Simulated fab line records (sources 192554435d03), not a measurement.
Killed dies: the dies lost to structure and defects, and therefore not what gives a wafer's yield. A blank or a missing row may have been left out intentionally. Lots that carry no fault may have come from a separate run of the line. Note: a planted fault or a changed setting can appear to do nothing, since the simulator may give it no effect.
A struck lot beside a sound one ; flow n5 finfet ; 24 steps out of a route of 1938
Sound: wafers L806.1, L806.2, L806.5. Wafers struck: L812.1, L812.4, L812.6. Last of all comes the cause.
At each step with rows: each side's tool, then ch and its chambers, then its first start. Under that, the readings that differ: sound wafers ; struck wafers ; difference of the means ; sigmas: that difference in standard deviations of wafers without a fault.
alike: a reading whose means differ by less than 2 such deviations, as well as words and numbers matching on both sides. not compared: withheld readings; readings where some wafer has no value; bounds like >300 that might hide an equal value; numbers whose values overlap and for which the record gives no deviation.
The two part at a step that has a row with sigmas, a row that says differs or no value, or rows on one side only. Numbers that don't overlap but have no deviation are shown without sigmas and don't part them. A reading that every wafer of one side lacks parts them only if that side has two wafers or more.

N5_BEOL_M7_THK_MEAS_53: measures by xrf.
  struck on film metro-02, day 12 18:15; sound on film metro-02, day 11 06:52
  alike: M7_THK
then, 1 step without rows for these wafers: N5_BEOL_M7_PRE_CLEAN_55 (time 15 s).
N5_BEOL_M7_DEP_56: deposits SiCN from 3MS/NH3, target thk 10 nm, time 17.5 s.
  sound on pecvd-04 ch 0,1, day 11 06:56; struck on pecvd-04 ch 0,2, day 12 18:19
  alike: showerhead plenum p Torr, throttle valve pct
N5_BEOL_M7_RS_MEAS_57: uses a four-point probe to measure.
  struck on film metro-01, day 12 18:23; sound on film metro-02, day 11 07:00
  alike: M7_RS
N5_BEOL_M7_INSPECT_58: inspects for defects (darkfield).
  struck on defect inspect-02, day 12 18:25; sound on defect inspect-02, day 11 07:01
  alike: raw defect count
N5_BEOL_M8_ILD_DEP_00: deposits SiCOH lowk from DEMS/porogen, target thk 179.75 nm, time 33.4 s.
  sound on pecvd-03 ch 0,1, day 11 07:04; struck on pecvd-01 ch 1,2, day 12 18:27
  alike: heater power w, showerhead plenum p Torr, throttle valve pct
then, 1 step without rows for these wafers: N5_BEOL_M8_CURE_74 (cures SiCOH lowk, time 240 s).
N5_BEOL_M8_THK_MEAS_01:
  struck on film metro-01, day 12 19:02; sound on film metro-02, day 11 07:46
  alike: M8_ILD_THK
N5_BEOL_M8_PECVD_70: deposits SiO2 from TEOS/O2, target thk 20 nm, time 22.7 s.
  sound on pecvd-02 ch 0,2, day 11 07:47; struck on pecvd-02 ch 0,1, day 12 19:05
  alike: heater power w, showerhead plenum p Torr, throttle valve pct
N5_BEOL_M8_HM_DEP_02: deposits TiN, target thk 20 nm.
  struck on pvd sputter-02, day 12 20:30; sound on pvd sputter-02, day 11 08:30
  alike: throttle valve pct
then, 2 steps without rows for these wafers: N5_BEOL_M8_COAT_59 (time 60 s, resist thk 100 nm); N5_BEOL_M8_COAT_60 (time 60 s, resist thk 35 nm).
N5_BEOL_M8_COAT_05: resist thk 90 nm.
  sound on litho track-02 ch 0, day 11 08:38; struck on litho track-02 ch 0, day 12 20:38
reading;sound;struck;difference;sigmas
spin speed rpm (rpm);1499.1 1501.2 1501.2;1617.5 1615.4 1615.3;+115.6;+99 or more
model.CAR-ArF_of_BEOL_M8_COAT_05.thk nm (nm);89.8 89.6 89.6;87 86.8 86.6;-3;
  alike: chill plate temp C
then, 5 steps without rows for these wafers: N5_BEOL_M8_EBR_07; N5_BEOL_M8_SOFTBAKE_06 (time 60 s); N5_BEOL_M8_EXPOSE_08 (exposes mask M8); N5_BEOL_M8_PEB_09 (peb time 60 s); N5_BEOL_M8_DEVELOP_10 (develop time 30 s).
N5_BEOL_M8_CD_MEAS_11: target cd 38.5 nm.
  sound on cd sem-02 ch 0, day 11 09:00; struck on cd sem-03 ch 0, day 12 21:00
  alike: cd nm
N5_BEOL_M8_OVL_MEAS_12:
  sound on overlay-02 ch 0, day 11 09:02; struck on overlay-01 ch 0, day 12 21:02
reading;sound;struck;difference;sigmas
M8_OVL (nm);1.7 1.3 2.0;0.4 0.3 -0.7;-1.7;-2
N5_BEOL_M8_INSPECT_13: inspects for defects (brightfield).
  struck on defect inspect-01, day 12 21:03; sound on defect inspect-02, day 11 09:04
  alike: raw defect count
N5_BEOL_M8_DESCUM_16: chemistry O2, time 7.9 s.
  sound on rie diel-01 ch 0,2, day 11 09:06; struck on rie diel-06 ch 0,1,2, day 12 21:14
  alike: drypump motor current A, oes product au, rf vpp V, showerhead plenum p Torr, throttle valve pct
  not compared: rf hours counter h
N5_BEOL_M8_ETCH_61: etches SiARC in CF4, target depth 45.5 nm, time 75.8 s.
  sound on rie diel-01 ch 0,2, day 11 09:08; struck on rie diel-06 ch 0,1,2, day 12 21:16
reading;sound;struck;difference;sigmas
model.CAR-ArF_of_BEOL_M8_COAT_05.thk nm (nm);50.8 50.2 50.6;48.2 47.8 47.6;-2.7;
  alike: drypump motor current A, etch rf on time s, oes product au, rf vpp V, showerhead plenum p Torr, throttle valve pct
  not compared: rf hours counter h
then, 1 step without rows for these wafers: N5_BEOL_M8_ETCH_62 (etches SOC in N2/H2, target depth 110 nm, overetch 22 nm, time 165 s).

WHERE THEY PART
At N5_BEOL_M8_COAT_05 first; at N5_BEOL_M8_OVL_MEAS_12 last (within this record only). Later steps at which nothing parts them and some readings are alike: N5_BEOL_M8_INSPECT_13, N5_BEOL_M8_DESCUM_16, N5_BEOL_M8_ETCH_61.

WHY: the cause the simulator had injected
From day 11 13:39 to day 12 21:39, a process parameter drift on litho track-02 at N5_BEOL_M8_COAT_05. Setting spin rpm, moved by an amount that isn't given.
